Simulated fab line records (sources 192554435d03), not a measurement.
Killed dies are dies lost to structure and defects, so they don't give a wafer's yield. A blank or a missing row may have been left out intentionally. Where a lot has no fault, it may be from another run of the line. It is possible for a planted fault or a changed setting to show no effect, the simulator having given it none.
Which of the tools did it?	flow n5 finfet	9 lots with 25 wafers sampled at 6 steps, on a route of 1938 steps

WHAT EACH GAUGE READ, for each wafer
N5_FIN_SAQP_THK_MEAS_05. Usual: thk nm 37.8 nm, standard deviation 0.51.
lot	measured	on	thk nm (nm)	flag
L737	day 2 16:40	film metro-02	38.4 38.7 39.0	
L738	day 2 22:29	film metro-01	38.3 38.4 38.9	
L740	day 3 09:14	film metro-01	37.7 37.8 38.2	
L747	day 5 03:46	film metro-02	37.3 37.6 37.6	
L749	day 5 15:32	film metro-02	38.0 38.0	
L750	day 5 20:53	film metro-02	37.1 37.5	
L751	day 6 03:20	film metro-01	37.5 37.5 38.3	
L756	day 7 09:31	film metro-01	38.1 37.8 38.1	
L757	day 7 17:07	film metro-01	38.1 38.3 38.6	

N5_FIN_SAQP_INSPECT_18: inspects for defects (brightfield). Usual: raw defect count 460, standard deviation 120.
lot	measured	on	raw defect count	flag
L737	day 2 17:17	defect inspect-01	543 508 449	
L738	day 2 23:07	defect inspect-01	650 283 319	
L740	day 3 09:52	defect inspect-01	419 423 521	
L747	day 5 04:23	defect inspect-01	429 436 285	
L749	day 5 16:17	defect inspect-02	632 428	
L750	day 5 21:38	defect inspect-01	454 703	
L751	day 6 04:05	defect inspect-02	353 426 437	
L756	day 7 10:10	defect inspect-01	355 529 622	
L757	day 7 17:52	defect inspect-01	682 470 392	

N5_BEOL_M4_RC_MEAS_101. Usual: DIBL_N 36.2 mV/V, standard deviation 1.2; DIBL_P 36.3 mV/V, standard deviation 1.3; IOFF_N 0.155 nA/um, standard deviation 0.019; IOFF_P 0.210 nA/um, standard deviation 0.029; ION_N 677 uA/um, standard deviation 8.6; ION_P 465 uA/um, standard deviation 6.8; SS_N 71.4 mV/dec, standard deviation 0.48; SS_P 73.2 mV/dec, standard deviation 0.53; VT_N 249.9 mV, standard deviation 2.4; VT_P -250 mV, standard deviation 3.2.
lot	measured	on	DIBL_N (mV/V)	DIBL_P (mV/V)	IOFF_N (nA/um)	IOFF_P (nA/um)	ION_N (uA/um)	ION_P (uA/um)	SS_N (mV/dec)	SS_P (mV/dec)	VT_N (mV)	VT_P (mV)	flag
L737	day 8 20:08	prober-01	34.5 34.6 34.0	35.1 34.9 34.1	0.138 0.140 0.121	0.196 0.194 0.177	682 670 664	470 465 456	70.4 70.7 70.3	73.4 72.7 72.9	250.0 251.1 253.0	-249 -251 -254	
L738	day 9 07:53	prober-02	35.7 37.4 37.0	36.0 38.4 37.4	0.144 0.182 0.166	0.215 0.245 0.222	671 678 666	463 469 464	71.6 70.9 71.0	73.4 74.0 73.7	251.6 246.6 249.5	-249 -247 -248	
L740	day 10 00:17	prober-02	35.7 34.8 33.7	36.7 35.9 34.1	0.176 0.147 0.128	0.239 0.219 0.190	682 680 681	470 474 467	71.8 70.9 70.7	72.9 74.0 73.0	251.2 250.3 250.1	-250 -252 -250	
L747	day 12 04:12	prober-01	37.0 35.7 39.4	35.5 34.1 38.0	0.158 0.138 0.196	0.207 0.196 0.252	678 683 681	463 472 469	71.4 71.5 71.9	73.4 72.2 73.3	250.1 250.8 247.5	-250 -245 -245	
L749	day 12 01:48	prober-01	36.3 36.7	37.1 37.1	0.175 0.172	0.266 0.257	696 686	479 478	71.9 71.8	73.7 73.1	247.8 245.8	-247 -246	
L750	day 12 16:52	prober-01	34.9 35.7	35.2 36.4	0.129 0.152	0.162 0.187	666 672	449 453	71.6 72.4	72.5 73.1	256.9 251.7	-258 -254	
L751	day 13 04:23	prober-02	38.3 38.5 37.0	36.4 36.8 35.2	0.164 0.166 0.143	0.178 0.186 0.159	679 676 678	460 451 459	70.9 71.7 71.3	73.2 73.6 72.5	250.1 251.8 249.1	-255 -254 -256	
L756	day 14 17:31	prober-02	36.7 36.6 37.7	36.1 35.9 38.0	0.170 0.166 0.184	0.206 0.199 0.240	676 676 690	466 461 471	71.5 70.6 72.1	73.0 73.5 73.9	247.0 250.3 245.6	-251 -252 -249	
L757	day 14 10:47	prober-02	35.4 36.9 37.4	33.4 35.5 36.0	0.128 0.159 0.164	0.159 0.188 0.199	657 673 674	451 459 458	70.9 71.7 71.9	72.4 72.8 73.6	252.2 250.4 249.7	-254 -251 -252	

EACH LOT AND THE TOOL THAT RAN IT (in order: tool; ch and the chambers of the sampled wafers; start)
lot	N5_WELL_APT_RTA_34	N5_FIN_SAQP_PECVD_47	N5_FIN_SAQP_MANDREL_ETCH_58
L737	rtp anneal-01 ch 0, day 2 10:20	pecvd-03 ch 0,1,2, day 2 16:43	rie si-02 ch 2,3, day 2 19:37
L738	rtp anneal-02 ch 0, day 2 16:32	pecvd-02 ch 0,2, day 2 22:31	rie si-06 ch 0,2,3, day 3 01:26
L740	rtp anneal-01 ch 0, day 3 03:52	pecvd-02 ch 0,1,2, day 3 09:16	rie si-02 ch 0,1,3, day 3 16:25
L747	rtp anneal-02 ch 0, day 4 22:25	pecvd-02 ch 1,2, day 5 03:47	rie si-02 ch 0,1,2, day 5 06:39
L749	rtp anneal-02 ch 0, day 5 09:59	pecvd-02 ch 0,1, day 5 15:35	rie si-02 ch 3, day 5 18:47
L750	rtp anneal-01 ch 0, day 5 16:00	pecvd-02 ch 1, day 5 20:55	rie si-01 ch 0,2, day 6 00:29
L751	rtp anneal-01 ch 0, day 5 21:50	pecvd-04 ch 0,1,2, day 6 03:22	rie si-01 ch 1,3, day 6 07:04
L756	rtp anneal-02 ch 0, day 7 04:12	pecvd-04 ch 0,1,2, day 7 09:35	rie si-01 ch 0,2,3, day 7 12:25
L757	rtp anneal-01 ch 0, day 7 10:23	pecvd-04 ch 1,2, day 7 17:09	rie si-06 ch 0,2,3, day 7 21:31
- N5_WELL_APT_RTA_34: time 10 s.
- N5_FIN_SAQP_PECVD_47: deposits a-Si from SiH4/He, target thk 45 nm, time 36.3 s.
- N5_FIN_SAQP_MANDREL_ETCH_58: etches a-Si in HBr/Cl2, stops on SiNx, target depth 45 nm, bt time 10 s, time 27 s.

WHAT THE TOOLS THEMSELVES READ (means of the sampled wafers that have a number; where no wafer has one, the mark that the record gives instead)
N5_WELL_APT_RTA_34. Usual: anneal temp c max 1004.5, standard deviation 1.9; lamp power pct 13.01 %, standard deviation 0.048; lamp_zone_2_pct 12.997 %, standard deviation 0.028; lamp_zone_6_pct 12.925 %, standard deviation 0.028; wafer_temp_C_max 1003.6, standard deviation 1.1.
lot	tool	anneal temp c max	lamp power pct (%)	lamp_zone_2_pct (%)	lamp_zone_6_pct (%)	wafer_temp_C_max	flag
L737	rtp anneal-01	1003.0	13.00	12.985	12.905	1003.3	
L738	rtp anneal-02	1005.3	13.06	12.990	12.937	1003.6	
L740	rtp anneal-01	1003.5	13.03	12.963	12.901	1004.4	
L747	rtp anneal-02	1005.8	13.02	12.953	12.925	1003.7	
L749	rtp anneal-02	1006.6	12.97	13.040	12.908	1004.2	
L750	rtp anneal-01	1002.9	13.02	12.988	12.974	1003.2	
L751	rtp anneal-01	1003.1	13.00	12.985	12.925	1003.1	
L756	rtp anneal-02	1005.6	13.02	12.969	12.904	1002.8	
L757	rtp anneal-01	1003.1	13.03	12.988	12.905	1004.7	

N5_FIN_SAQP_PECVD_47. Usual: heater power w 799 W, standard deviation 110; run length s 72.8 s, standard deviation 0.52; showerhead plenum p Torr 5.65 Torr, standard deviation 0.047; throttle valve pct 18.3 %, standard deviation 0.81.
lot	tool	heater power w (W)	run length s (s)	showerhead plenum p Torr (Torr)	throttle valve pct (%)	flag
L737	pecvd-03	872	72.5	5.66	18.8	
L738	pecvd-02	697	73.2	5.60	17.8	
L740	pecvd-02	736	73.0	5.62	18.2	
L747	pecvd-02	774	57.8	5.62	18.8	OFF
L749	pecvd-02	799	61.4	5.67	18.2	OFF
L750	pecvd-02	770	61.4	5.64	19.3	OFF
L751	pecvd-04	853	72.8	5.69	18.1	
L756	pecvd-04	826	72.5	5.69	18.2	
L757	pecvd-04	780	72.7	5.67	18.0	

N5_FIN_SAQP_MANDREL_ETCH_58. Usual: drypump motor current A 5.6 A, standard deviation 0.48; oes product au 0.695 a.u., standard deviation 0.011; throttle valve pct 35.59 %, standard deviation 0.25.
lot	tool	drypump motor current A (A)	oes product au (a.u.)	throttle valve pct (%)	flag
L737	rie si-02	5.8	0.693	35.66	
L738	rie si-06	5.7	0.699	35.64	
L740	rie si-02	5.9	0.699	35.60	
L747	rie si-02	5.7	0.542	36.08	OFF
L749	rie si-02	6.0	0.579	35.73	OFF
L750	rie si-01	5.8	0.579	35.82	OFF
L751	rie si-01	5.4	0.695	35.57	
L756	rie si-01	5.4	0.697	35.65	
L757	rie si-06	5.7	0.686	35.67	

THE ANSWER, worked out from the rows above alone
Rule: a lot counts as off when the mean over its wafers that have a number is more than 3 standard deviations away from the usual mean. A lot without any number at a reading at which 4 lots or more have one is off too. Where the step has rows for the other lots, those lots are counted as sound. After the gauges, taken in route order, come the tools' own readings; for these a lot's mean is taken, as printed above. The first step at which some lot is off is used, and at that step the reading that is off furthest; a lot without a number counts as furthest.
Off: L747, L749, L750 (N5_FIN_SAQP_PECVD_47, run length s).
If a tool, at that step or one of the process steps before it, ran each lot that is off and ran no sound lot following the first of them, it fits. One candidate fits, namely pecvd-02 at N5_FIN_SAQP_PECVD_47. Its last sound lot is L740 (day 3 09:16), its first lot that is off L747 (day 5 03:47): a fault that began between those two fits.
On the lots that are off, the tool's own readings at N5_FIN_SAQP_PECVD_47 differ by more than 5 times the standard deviation of the sound lots' means, which bears it out; run length s reads 60.2 s there versus 72.8 s on the sound lots.

WHAT THE SIMULATOR PUT IN
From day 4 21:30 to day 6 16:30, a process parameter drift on pecvd-02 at N5_FIN_SAQP_PECVD_47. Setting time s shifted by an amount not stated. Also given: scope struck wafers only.
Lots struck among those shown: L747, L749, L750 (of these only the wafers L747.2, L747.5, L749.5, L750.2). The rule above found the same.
